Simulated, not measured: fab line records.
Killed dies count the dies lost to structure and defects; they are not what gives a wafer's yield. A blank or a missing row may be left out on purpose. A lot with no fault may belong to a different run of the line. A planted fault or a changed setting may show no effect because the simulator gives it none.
Split-lot trial + flow n5-finfet + 21 wafers read across 7 lots, on a route 1938 steps long

ON THE SPLIT
At N5_BEOL_M1_CMP_52 (polishes, stops on SiOC, t overpolish 6.8 s, target thk 40 nm), the setting down-force-psi was moved away from the recipe's 1 psi on 8 of the 21 wafers read, by -11.9% to +19.9%. This setting was run at the recipe's value on the other wafers.

The reading comes from the split's own step.

THE READING
barrier-field-endpoint-s, in s, at N5_BEOL_M1_CMP_52 (polishes, stops on SiOC, t overpolish 6.8 s, target thk 40 nm). Typical for fault-free wafers on this fab line: 24.6 s, with standard deviation 0.64 s.

| wafer  | tool, chamber at the split | down-force-psi as run, psi | against the recipe | barrier-field-endpoint-s, s | against lot-mates on the recipe |
|--------|----------------------------|----------------------------|--------------------|-----------------------------|---------------------------------|
| L077.4 | cmp-02, 2                  | 1                          | recipe             | 24.5                        | -                               |
| L077.2 | cmp-02, 1                  | 1.199                      | +19.9%             | 21.3                        | -3.2                            |
| L077.5 | cmp-02, 3                  | 1.199                      | +19.9%             | 20.7                        | -3.8                            |
| L082.2 | cmp-02, 3                  | 1                          | recipe             | 25.0                        | -                               |
| L082.4 | cmp-02, 1                  | 1                          | recipe             | 25.5                        | -                               |
| L082.1 | cmp-02, 2                  | 1                          | recipe             | 23.9                        | -                               |
| L083.4 | cmp-03, 3                  | 1.077                      | +7.7%              | 22.1                        | -2.3                            |
| L083.2 | cmp-03, 1                  | 1                          | recipe             | 24.4                        | -                               |
| L083.5 | cmp-03, 2                  | 1.077                      | +7.7%              | 22.8                        | -1.6                            |
| L086.3 | cmp-03, 2                  | 0.8815                     | -11.9%             | 27.4                        | no lot-mate on the recipe       |
| L086.1 | cmp-03, 0                  | 0.8815                     | -11.9%             | 27.9                        | no lot-mate on the recipe       |
| L086.5 | cmp-03, 2                  | 0.8815                     | -11.9%             | 27.6                        | no lot-mate on the recipe       |
| L087.2 | cmp-01, 2                  | 1                          | recipe             | 24.2                        | -                               |
| L087.4 | cmp-01, 3                  | 1                          | recipe             | 24.4                        | -                               |
| L087.1 | cmp-01, 1                  | 1.08                       | +8.0%              | 21.5                        | -2.8                            |
| L090.2 | cmp-03, 1                  | 1                          | recipe             | 24.4                        | -                               |
| L090.3 | cmp-03, 3                  | 1                          | recipe             | 24.2                        | -                               |
| L090.5 | cmp-03, 1                  | 1                          | recipe             | 25.3                        | -                               |
| L092.4 | cmp-01, 3                  | 1                          | recipe             | 23.4                        | -                               |
| L092.2 | cmp-01, 1                  | 1                          | recipe             | 24.2                        | -                               |
| L092.1 | cmp-01, 2                  | 1                          | recipe             | 22.9                        | -                               |

THE FIT
A straight line over all 21 wafers: barrier-field-endpoint-s changes by -0.219 s for each +1% of down-force-psi; r = -0.92; the points scatter about the line by 0.76 s.
The same after taking each lot's own level away (the mean of its wafers on the recipe; 18 wafers): -0.191 s for each +1%; r = -0.91; scatter 0.58 s.
That fit puts the effect of the largest move of down-force-psi on the reading at 3.8 s.
The span of the lots' own levels, 23.50 to 24.80 s, comes to 2.0 times the standard deviation stated above.
Thus the slope moves with the lot-to-lot level: the two fits are different.
Check: -4.37 s against its lot-mates is what the line predicts for one of the wafers moved furthest among these (+19.9%) when that wafer is left out of the fit. Against them it came out at -3.2 s.
Tool readings at the split's step, against how far the setting was moved: barrier-field-endpoint-s r = -0.92.

FURTHER SPLITS ON THESE WAFERS
Before the reading, these wafers also passed through other splits. Each is held against what the fit with the lots' levels taken away leaves over:
| other split on the same wafers  | wafers away from the commonest value | r with barrier-field-endpoint-s (lot level and that fit taken away) |
|---------------------------------|--------------------------------------|---------------------------------------------------------------------|
| N5_BEOL_M0_SAQP_PECVD_04 time-s | 4                                    | -0.06                                                               |
| N5_BEOL_M0_ETCH_138 source-w    | 5                                    | -0.18                                                               |

THE FILE'S OWN FIT
barrier-field-endpoint-s changes by -0.204 s for each +1% of down-force-psi, r = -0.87.
